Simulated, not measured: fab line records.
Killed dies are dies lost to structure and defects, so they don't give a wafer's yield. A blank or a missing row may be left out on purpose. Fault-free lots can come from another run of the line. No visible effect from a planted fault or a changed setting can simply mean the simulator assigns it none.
What tool caused it? | flow n5Finfet | 11 lots (33 wafers sampled), 1 step of a 1938-step route

WHAT EACH GAUGE READ, for each wafer
N5_BEOL_M1_OVL_MEAS_29.
lot  | measured     | on         | V0_OVL (nm)
L076 | day 6 14:01  | overlay-01 | -0.3 0.8 1.2
L074 | day 7 06:47  | overlay-02 | -1.3 -0.7 -0.4
L078 | day 7 13:04  | overlay-01 | 0.0 -0.6 -0.6
L081 | day 7 20:07  | overlay-02 | 0.3 0.0 -0.3
L084 | day 8 19:08  | overlay-02 | -0.4 -0.6 0.1
L086 | day 9 12:10  | overlay-01 | 1.1 0.5 0.7
L088 | day 9 14:20  | overlay-02 | 0.0 0.8 0.9
L090 | day 10 05:51 | overlay-02 | 0.8 0.1 1.3
L092 | day 10 12:17 | overlay-01 | 0.4 0.4 1.3
L094 | day 11 02:38 | overlay-01 | 0.1 0.0 0.5
L095 | day 11 15:20 | overlay-01 | -0.5 0.4 -0.4

TOOL THAT RAN EACH LOT (tool first, then ch and the chambers of the sampled wafers, then the start)
No process step before these readings appears in the record.

THE ANSWER, worked out from the rows above alone
Rule: usual is defined by the lots themselves. The widest of any qualifying gaps counts: lots, ordered by their means at a reading, are off when they make up no more than a third of the lots, leave a main group of 4 or more, and stand apart from it by 3 or more times the standard deviation of that group's means. The tables above print the reading to a certain number of digits; a main group whose means all agree to those digits is not used. A lot without any number at a reading at which 4 lots or more have one is off too. The other lots that the step has rows for count as sound.
No lot is off on any of the readings shown, so nothing can be concluded from this.

WHAT THE SIMULATOR PUT IN
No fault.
